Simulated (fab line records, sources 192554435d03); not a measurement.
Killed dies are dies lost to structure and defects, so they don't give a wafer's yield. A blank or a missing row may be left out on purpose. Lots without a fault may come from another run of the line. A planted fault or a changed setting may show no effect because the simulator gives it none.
Chamber matching | flow n5_finfet | N5_BEOL_M4_ILD_DEP_00 on pecvd-01: 3 sister chambers
The step deposits SiOC from DEMS/O2, target thk 79 nm, time 15.3 s. 27 wafers are shown with their chamber, then 12 later ones without.

WAFERS WITH THEIR CHAMBER
wafer  | chamber | throttle_valve_pct (%) | showerhead_plenum_p_Torr (Torr) | heater_power_w (W)
L074.2 | 2       | 11.4                   | 5.700                           | 524
L074.4 | 2       | 11.3                   | 5.704                           | 523
L074.6 | 0       | 12.3                   | 5.688                           | 513
L076.3 | 1       | 12.4                   | 5.682                           | 482
L076.4 | 2       | 11.3                   | 5.696                           | 502
L076.5 | 1       | 12.5                   | 5.701                           | 478
L077.1 | 2       | 11.3                   | 5.693                           | 578
L077.5 | 2       | 11.4                   | 5.706                           | 590
L077.6 | 0       | 12.5                   | 5.664                           | 573
L079.1 | 1       | 12.1                   | 5.683                           | 539
L079.2 | 0       | 12.4                   | 5.683                           | 622
L079.3 | 2       | 11.1                   | 5.691                           | 514
L080.1 | 0       | 12.6                   | 5.685                           | 584
L080.2 | 1       | 12.2                   | 5.684                           | 522
L080.4 | 2       | 11.4                   | 5.712                           | 500
L081.2 | 1       | 12.2                   | 5.681                           | 474
L081.3 | 2       | 11.4                   | 5.694                           | 523
L081.4 | 0       | 12.3                   | 5.677                           | 552
L082.3 | 1       | 12.3                   | 5.700                           | 525
L082.5 | 0       | 12.4                   | 5.671                           | 589
L082.6 | 2       | 11.4                   | 5.715                           | 573
L083.1 | 1       | 12.2                   | 5.694                           | 525
L083.3 | 0       | 12.6                   | 5.684                           | 581
L083.5 | 0       | 12.8                   | 5.695                           | 607
L090.4 | 2       | 11.3                   | 5.701                           | 568
L090.5 | 0       | 12.3                   | 5.700                           | 536
L090.6 | 1       | 12.3                   | 5.686                           | 546

SIGNATURES (means of the wafers above)
reading                  | chamber 0 | chamber 1 | chamber 2 | scatter within a chamber
throttle_valve_pct       | 12.467    | 12.275    | 11.330    | 0.135
showerhead_plenum_p_Torr | 5.68300   | 5.68888   | 5.70120   | 0.00928
heater_power_w           | 573.00    | 511.38    | 539.50    | 32.7
Rule: a wafer's distance from a chamber is the root of the sum, over the readings, of the square of ((its reading less the chamber's mean) divided by the reading's scatter). The wafer belongs to the nearest chamber; if the next one is less than 2 further off, it can't be placed. The scatter: the root of (the sum of the squares of (reading less its chamber's mean) over the shown wafers, divided by (wafers less chambers)).

WAFERS WITHOUT THEIR CHAMBER
wafer  | throttle_valve_pct (%) | showerhead_plenum_p_Torr (Torr) | heater_power_w (W)
L092.3 | 11.6                   | 5.721                           | 530
L092.4 | 11.5                   | 5.699                           | 546
L092.5 | 12.5                   | 5.669                           | 602
L093.1 | 12.1                   | 5.673                           | 537
L093.2 | 12.5                   | 5.691                           | 615
L093.6 | 12.7                   | 5.686                           | 626
L095.2 | 11.4                   | 5.703                           | 514
L095.3 | 12.3                   | 5.694                           | 504
L095.6 | 11.4                   | 5.709                           | 511
L096.1 | 12.5                   | 5.682                           | 628
L096.2 | 11.4                   | 5.714                           | 513
L096.4 | 12.2                   | 5.696                           | 475

WHICH CHAMBER EACH WENT THROUGH
wafer  | from the rows above     | in truth
L092.3 | 2                       | 2
L092.4 | 2                       | 2
L092.5 | 0                       | 0
L093.1 | can't be placed: 1 or 0 | 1
L093.2 | 0                       | 0
L093.6 | 0                       | 0
L095.2 | 2                       | 2
L095.3 | 1                       | 1
L095.6 | 2                       | 2
L096.1 | 0                       | 0
L096.2 | 2                       | 2
L096.4 | 1                       | 1
Placed correctly: 11 of 12. Can't be placed from these rows: 1 (the true chamber is among the candidates in 1). Placed wrongly: 0.
